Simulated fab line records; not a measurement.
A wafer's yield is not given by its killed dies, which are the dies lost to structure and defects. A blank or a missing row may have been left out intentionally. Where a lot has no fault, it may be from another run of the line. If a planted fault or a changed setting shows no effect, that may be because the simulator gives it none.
What tool caused it? | flow nandHarc | Sampling: 11 lots, 33 wafers, 4 of 1159 route steps

WHAT EACH GAUGE READ, for each wafer
NHARC_A_CHANNEL_HOLE_D1_CD_MEAS_30.
lot  | measured     | on       | cdNm (nm)
L340 | day 9 19:01  | cdSem-01 | 92.6 92.7 89.5
L342 | day 10 02:43 | cdSem-01 | 91.6 89.4 91.0
L343 | day 10 16:06 | cdSem-03 | 89.9 91.3 90.2
L344 | day 11 04:51 | cdSem-02 | 91.6 91.2 91.5
L345 | day 11 07:16 | cdSem-01 | 2.3 -0.3 1.1 2.2 0.0 0.9
L346 | day 11 20:18 | cdSem-01 | 1.5 1.8 -0.4 1.3 1.8 -0.7
L349 | day 12 02:49 | cdSem-01 | 0.9 1.8 0.3 0.7 1.7 0.8
L355 | day 13 14:38 | cdSem-02 | 92.2 91.4 91.2
L356 | day 13 18:13 | cdSem-01 | 87.6 86.6 92.1
L358 | day 14 04:28 | cdSem-01 | 94.1 91.6 91.1
L357 | day 14 08:37 | cdSem-01 | 89.7 88.5 90.5

WHAT TOOL EACH LOT RAN ON (gives the tool, then ch and the chambers of the sampled wafers, and finally the start)
lot  | NHARC_A_CHANNEL_HOLE_D1_ETCH_38   | NHARC_A_CHANNEL_HOLE_D1_ETCH_22 | NHARC_A_CHANNEL_HOLE_D1_ETCH_25
L340 | rieDiel-05 ch 0,1,3, day 9 12:26  | harEtch-01 ch 0,1, day 9 14:23  | harEtch-01 ch 0,1, day 9 16:25
L342 | rieDiel-05 ch 1,2,3, day 9 20:05  | harEtch-01 ch 0,1, day 9 22:09  | harEtch-01 ch 0,1, day 10 00:14
L343 | rieDiel-04 ch 0,1,2, day 10 09:19 | harEtch-01 ch 1, day 10 11:22   | harEtch-01 ch 1, day 10 13:28
L344 | rieDiel-04 ch 0,3, day 10 22:11   | harEtch-01 ch 0,1, day 11 00:15 | harEtch-01 ch 0,1, day 11 02:21
L345 | rieDiel-11 ch 1,2, day 11 00:10   | harEtch-02 ch 0,1, day 11 02:19 | harEtch-02 ch 0,1, day 11 04:26
L346 | rieDiel-11 ch 0,1,2, day 11 13:41 | harEtch-01 ch 0,1, day 11 15:38 | harEtch-01 ch 0,1, day 11 17:39
L349 | rieDiel-11 ch 1,2,3, day 11 20:13 | harEtch-02 ch 0, day 11 22:16   | harEtch-02 ch 0, day 12 00:20
L355 | rieDiel-05 ch 1,2,3, day 13 07:59 | harEtch-02 ch 0,1, day 13 09:58 | harEtch-02 ch 0,1, day 13 11:59
L356 | rieDiel-11 ch 0,2,3, day 13 08:49 | harEtch-01 ch 0,1, day 13 13:38 | harEtch-01 ch 0,1, day 13 15:44
L358 | rieDiel-04 ch 0,1,2, day 13 20:58 | harEtch-02 ch 0,1, day 13 23:54 | harEtch-02 ch 0,1, day 14 01:59
L357 | rieDiel-11 ch 1,2,3, day 13 21:49 | harEtch-02 ch 0,1, day 14 03:59 | harEtch-02 ch 0,1, day 14 05:59
- NHARC_A_CHANNEL_HOLE_D1_ETCH_38: etches the open film in CF4, target depth 39 nm, time 65 s.
- NHARC_A_CHANNEL_HOLE_D1_ETCH_22: etches the open film in C4F8/O2/Ar, time 666.7 s, target depth 1600 nm.
- NHARC_A_CHANNEL_HOLE_D1_ETCH_25: etches the open film in C4F8/O2/Ar, time 1040.2 s, target depth 1500 nm.

THE ANSWER, worked out from the rows above alone
Rule: usual is defined by the lots themselves. Put in order of their means at a reading, lots are off if they are a third of the lots or fewer, leave a main group of 4 or more, and stand apart from it by a gap of 3 or more times the standard deviation of the main group's means; of several such gaps the widest counts. Not used: any main group whose means are identical at the precision the tables above print for the reading. A lot without any number at a reading at which 4 lots or more have one is off too. All remaining lots with rows at the step are treated as sound.
Off, at NHARC_A_CHANNEL_HOLE_D1_CD_MEAS_30 on cdNm: L345, L346, L349. For the main group the mean is 90.8 nm and the standard deviation 1.1.
A tool fits if, at a process step before that reading, it ran every lot that is off, and no sound lot after the first of them. The gauges at NHARC_A_CHANNEL_HOLE_D1_CD_MEAS_30 are tried like those tools. None of those tried fits.

WHAT THE SIMULATOR PUT IN
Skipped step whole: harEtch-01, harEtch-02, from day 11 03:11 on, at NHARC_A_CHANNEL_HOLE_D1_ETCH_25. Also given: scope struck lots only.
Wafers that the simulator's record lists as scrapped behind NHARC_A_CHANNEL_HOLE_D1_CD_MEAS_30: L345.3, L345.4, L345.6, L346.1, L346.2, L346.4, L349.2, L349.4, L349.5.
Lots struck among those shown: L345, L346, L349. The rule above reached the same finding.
